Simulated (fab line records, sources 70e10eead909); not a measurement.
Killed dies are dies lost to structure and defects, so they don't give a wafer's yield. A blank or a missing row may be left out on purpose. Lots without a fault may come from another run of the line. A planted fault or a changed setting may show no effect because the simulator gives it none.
fab line records | flow nand_harc
record lots=6 wafers=18 last_day=33
route steps=1302 shown A_WL_FILL@956
lots that met no fault: from a run of the same line without faults
start_h: hours from the record's first day to the start of the lot's first wafer shown | wait_h: hours since the lot's step before | " the same as in the row above | L1.1+2: a row that stands for several wafers | - no value, or no start given | * or withheld: withheld | < > ~ a bound
route shown NAME@n: a module of which the file shows steps, and the number in the route of the first | usual: mean/standard deviation of fault-free wafers | same: alike in all rows | chamber/n: place in a boat | sites: the reading at each site | _std_site: their standard deviation | _edge_site: outer sites' mean less inner sites' | radius_mm: how far each site lies from the wafer's centre | mask NAME#n: copy n | behind: the tool/chamber that last shaped the wafer | hold: why the lot was held/for how many hours/how that ended | device: the transistor (n, p or np) that didn't switch | end of line: the same wafers' tests at the end of the route | a step without rows: its recipe alone | killed: dies lost to structure and defects at the first sort, not the wafer's yield | map: a wafer's dies, x killed, . not, _ none there
set.NAME: the setting as run; set.NAME@STEP: as run at that earlier step | model.NAME: the simulator's own value behind a step, which no gauge read
lots at some steps of the route; a table a step, a row a wafer
services: from which hour (start_h, from the record's first day; less than 0 if before it) a tool's chamber was out of use, for how many hours, and why
## steps
# step NHARC_A_WL_FILL_CVD_03
# recipe target_thk_a=400 temp_c=300 pressure_torr=40 wf6_flow_sccm=40 h2_flow_sccm=1600 ar_flow_sccm=1560 time_s=279 material=W
# usual heater_power_w=490/55 throttle_valve_pct=8.19/0.23
# columns lot.wafer tool chamber start_h wait_h heater_power_w throttle_valve_pct
L973.1 cvd_w-01 1 492.25 0.1 455 8.27
L973.3 " 1 " " 453 8.83
L973.6 " 0 " " 513 7.62
L982.1 cvd_w-02 1 563.85 0.1 567 8.17
L982.3 " 0 " " 428 8.00
L982.4 " 1 " " 556 8.61
L989.4 cvd_w-01 0 643.25 0.2 533 8.01
L989.3 " 1 " " 484 8.55
L989.5 " 1 " " 473 8.59
L987.2 cvd_w-02 1 649.61 0.1 553 8.22
L987.4 " 1 " " 542 8.48
L987.5 " 1 " " 548 7.97
L993.2 cvd_w-02 0 687.58 0.1 423 8.50
L993.4 " 0 " " 432 8.22
L993.5 " 1 " " 546 8.17
L992.1 cvd_w-01 0 689.42 0.1 527 8.10
L992.5 " 1 " " 495 8.56
L992.6 " 0 " " 532 7.84
# step NHARC_A_WL_FILL_ETCHBACK_04
# recipe target_depth_a=600 time_s=120 chemistry=NF3
# usual drypump_motor_current_A=5.9/0.52 oes_product_au=1.000/0.0068 run_length_s=141.4/0.46
# columns lot.wafer tool chamber start_h wait_h drypump_motor_current_A oes_product_au rf_hours_counter_h run_length_s
L973.1 rie_metal-01 0 492.62 0.3 6.1 0.991 1.6 141.4
L973.3 " 0 " " 6.1 0.983 - 141.2
L973.6 " 0 " " 6.1 0.985 - 141.2
L982.1 rie_metal-03 1 564.21 0.3 6.1 1.006 0.7 141.3
L982.4 " 0 " " 5.1 0.991 - 141.5
L982.3 " 1 " " 6.0 1.004 - 141.2
L989.3 rie_metal-02 1 643.59 0.2 5.5 0.996 - 141.9
L989.4 " 0 " " 6.6 0.999 - 141.5
L989.5 " 0 " " 6.6 1.001 - 142.2
L987.2 rie_metal-02 0 649.97 0.3 6.6 0.999 0.5 142.0
L987.4 " 0 " " 6.6 1.010 - 141.8
L987.5 " 1 " " 5.6 1.007 - 142.5
L993.2 rie_metal-02 1 687.93 0.3 5.5 1.004 0.8 142.3
L993.4 " 1 " " 5.6 1.004 - 142.4
L993.5 " 0 " " 6.6 1.005 - 141.9
L992.1 rie_metal-03 0 689.77 0.3 5.1 1.007 3.0 141.6
L992.6 " 1 " " 6.1 0.997 - 140.8
L992.5 " 0 " " 5.1 1.004 - 141.4
# step NHARC_A_WL_FILL_ETCHBACK_05
# recipe target_depth_a=220 time_s=60 temp_c=40 chemistry=Cl2/BCl3
# step NHARC_A_WL_FILL_STRIP_27
# recipe power_w=1500 temp_c=250 time_s=20 chemistry=N2/H2
# usual drypump_motor_current_A=5.9/0.44 heater_power_w=346/34
# columns lot.wafer tool chamber start_h wait_h drypump_motor_current_A heater_power_w rf_hours_counter_h
L973.1 plasma_asher-02 1 493.00 0.1 5.7 344 12
L973.3 " 0 " " 6.3 389 -
L973.6 " 1 " " 5.7 347 -
L982.1 plasma_asher-01 0 564.56 0.1 6.4 286 4
L982.3 " 0 " " 6.4 289 -
L982.4 " 1 " " 5.2 362 -
L989.4 plasma_asher-02 1 643.96 0.2 5.8 342 -
L989.3 " 0 " " 6.2 362 -
L989.5 " 1 " " 5.7 350 -
L987.2 plasma_asher-02 0 650.32 0.1 6.2 354 8
L987.4 " 0 " " 6.2 365 -
L987.5 " 1 " " 5.7 347 -
L993.2 plasma_asher-01 0 688.30 0.2 6.4 284 32
L993.4 " 0 " " 6.4 284 -
L993.5 " 0 " " 6.4 279 -
L992.1 plasma_asher-01 1 690.11 0.1 5.2 369 32
L992.6 " 1 " " 5.2 360 -
L992.5 " 0 " " 6.4 282 -
# step NHARC_A_WL_FILL_STRIP_28
# recipe time_s=1200 temp_c=72.5 chemistry=post_etch_residue_remover
# step NHARC_A_WL_FILL_PRECLEAN_06
# recipe time_s=300 chemistry=DIW
# step NHARC_A_WL_FILL_SRD_07
# step NHARC_A_WL_FILL_ANNEAL_08
# recipe temp_c=450 time_s=1800
# step NHARC_A_WL_FILL_ALD_10
# recipe target_thk_a=500 pulse_time_s=10 ald_cycles=500 temp_c=300 material=SiO2
# usual heater_power_w=470/56 precursor_pulse_height_rel=1.001/0.02
# columns lot.wafer tool chamber start_h wait_h heater_power_w precursor_pulse_height_rel
L973.3 ald_hk-01 3 497.29 1.1 490 1.003
L973.1 " 0 " " 478 1.004
L973.6 " 2 498.85 2.7 494 1.024
L982.3 ald_hk-02 3 569.95 0.0 537 1.048
L982.4 " 1 570.99 1.1 480 1.003
L982.1 " 2 " " 516 1.022
L989.4 ald_hk-01 1 648.83 0.1 338 1.015
L989.3 " 0 650.38 1.6 489 1.033
L989.5 " 2 651.42 2.6 477 1.029
L987.2 ald_hk-02 3 656.19 3.1 550 0.986
L987.4 " 2 657.72 4.6 514 1.003
L987.5 " 3 " " 550 1.002
L992.1 ald_hk-02 1 693.57 0.1 490 0.962
L992.5 " 1 697.76 4.2 477 1.005
L992.6 " 2 698.81 5.3 506 1.003
L993.4 ald_hk-01 1 693.57 0.1 334 1.023
L993.2 " 0 696.63 3.1 501 0.998
L993.5 " 2 698.67 5.1 468 1.010
# step NHARC_A_WL_FILL_ETCHBACK_16
# recipe target_depth_a=1200 time_s=24 c4f8_flow_sccm=withheld o2_flow_sccm=8 ar_flow_sccm=withheld rf_w=600 bias_w=800 chemistry=C4F8/O2/Ar
# usual oes_product_au=0.980/0.027 rf_fwd_power_W=589/3.4 rf_vpp_V=725/3.6 run_length_s=45.3/0.32
# columns lot.wafer tool chamber start_h wait_h oes_product_au rf_fwd_power_W rf_hours_counter_h rf_vpp_V run_length_s
L973.1 rie_diel-02 3 - - 0.931 590 4.9 728 45.1
L973.3 " 1 " " 0.926 585 5.0 726 45.3
L973.6 " 2 " " 0.930 593 - 725 45.4
L982.4 rie_diel-11 3 - - 0.922 587 2.9 724 45.7
L982.3 " 0 " " 0.922 591 3.5 724 45.1
L982.1 " 1 " " 0.920 586 3.8 717 45.7
L989.3 rie_diel-02 1 - - 0.933 585 3.0 726 44.9
L989.4 " 3 " " 0.935 590 2.7 726 45.0
L989.5 " 0 " " 0.919 591 - 723 45.5
L987.2 rie_diel-10 1 - - 0.993 591 2.1 727 45.6
L987.4 " 3 " " 0.977 584 2.1 724 45.6
L987.5 " 1 " " 0.981 590 - 726 45.0
L993.4 rie_diel-11 2 - - 0.957 591 1.7 732 45.6
L993.2 " 3 " " 0.973 585 1.8 724 45.6
L993.5 " 3 " " 0.977 586 - 725 45.9
L992.1 rie_diel-02 2 - - 1.005 592 5.3 724 44.9
L992.5 " 0 " " 1.000 592 - 722 45.4
L992.6 " 1 " " 1.007 584 - 728 45.2
# step NHARC_A_WL_FILL_STRIP_29
# recipe time_s=20 o2_flow_sccm=500 ar_flow_sccm=0 bias_w=0 chemistry=O2
# step NHARC_A_WL_FILL_ETCHBACK_17
# recipe target_depth_a=40 time_s=26.7 chemistry=Cl2/BCl3
# usual drypump_motor_current_A=6.0/0.49 oes_product_au=1.003/0.0074 run_length_s=48.4/0.5
# columns lot.wafer tool chamber start_h wait_h drypump_motor_current_A oes_product_au rf_hours_counter_h run_length_s
L973.1 rie_metal-01 0 501.13 - 6.1 0.999 1.9 47.9
L973.3 " 0 " " 6.1 0.983 - 47.7
L973.6 " 1 " " 6.3 0.996 - 48.2
L982.1 rie_metal-03 1 574.80 - 6.1 0.992 1.1 47.6
L982.4 " 1 " " 6.1 0.999 - 48.0
L982.3 " 0 " " 5.1 0.994 - 47.8
L989.3 rie_metal-03 1 653.70 - 6.1 0.992 - 47.6
L989.4 " 0 " " 5.1 1.007 - 47.9
L989.5 " 1 " " 6.0 0.997 - 34.1
L987.2 rie_metal-03 0 661.02 - 5.1 0.998 2.7 47.8
L987.4 " 0 " " 5.1 1.003 - 48.1
L987.5 " 1 " " 6.0 0.997 - 33.6
L993.2 rie_metal-01 0 701.42 - 6.2 1.006 2.3 47.8
L993.4 " 0 " " 6.2 1.006 - 47.7
L993.5 " 0 " " 6.1 1.016 - 48.0
L992.1 rie_metal-02 0 701.59 - 6.6 1.002 1.3 48.2
L992.5 " 0 " " 6.5 1.000 - 48.6
L992.6 " 1 " " 5.5 1.000 - 48.7
# step NHARC_A_WL_FILL_PRECLEAN_18
# recipe time_s=30 chemistry=dHF
## services
# columns tool chamber start_h hours kind
ald_hk-01 - 474.89 10.0 pm
rie_metal-03 1 485.66 8.0 repair
cvd_w-01 - 486.38 0.7 repair
ald_hk-01 - 492.65 1.1 repair
rie_diel-02 0 497.98 15.8 repair
rie_metal-02 0 504.87 4.3 repair
plasma_asher-01 - 519.00 9.0 pm
rie_metal-03 - 519.00 9.0 pm
rie_metal-01 - 524.58 0.4 repair
rie_metal-02 0 526.95 11.6 repair
cvd_w-01 1 530.86 2.8 repair
ald_hk-02 - 532.29 10.0 pm
rie_metal-03 0 539.63 5.6 repair
plasma_asher-01 - 541.42 10.8 repair
rie_metal-02 0 546.86 9.8 repair
cvd_w-01 - 547.31 13.0 pm
plasma_asher-01 - 558.47 2.8 repair
rie_diel-02 - 570.70 9.0 pm
rie_metal-01 - 575.00 9.0 pm
rie_metal-02 0 582.52 21.5 repair
rie_diel-02 0 588.03 3.9 repair
cvd_w-01 0 590.69 17.9 repair
rie_metal-02 - 631.00 9.0 pm
rie_metal-03 - 696.00 9.0 pm
## key
first_sign step=NHARC_A_WL_FILL_ETCHBACK_17 reading=run_length_s direction=down sigmas=29 usual=* struck=*
effect none on later readings
met_at NHARC_A_WL_FILL_ETCHBACK_17
struck_wafers L987.5,L989.5
later_rows_left_out L987.5,L989.5
sort_left_out L987.5,L989.5
tester_left_out L987,L989
onset_between 574.80 653.70
fault kind=process_parameter_drift tool=rie_metal-03 chamber=- onset_h=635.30 steps=NHARC_A_WL_FILL_ETCHBACK_17 channel=time_s offset=* shape=step end_h=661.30 scope=struck_wafers_only acts_in=* stated=*
# tester_left_out: of these lots the tester's yield and bins aren't shown, on N5 and GAA mostly nor the transistor test; their killed dies are dies lost to structure and defects alone, not to doping, threshold or leakage, so they don't give the yield
# sort_left_out: the simulated sort isn't trusted on such a fault, so these wafers' sort isn't shown, and their yield isn't known
# later_rows_left_out: the simulator's readings of these wafers behind a module that went badly wrong aren't trusted and aren't shown, but for the sort
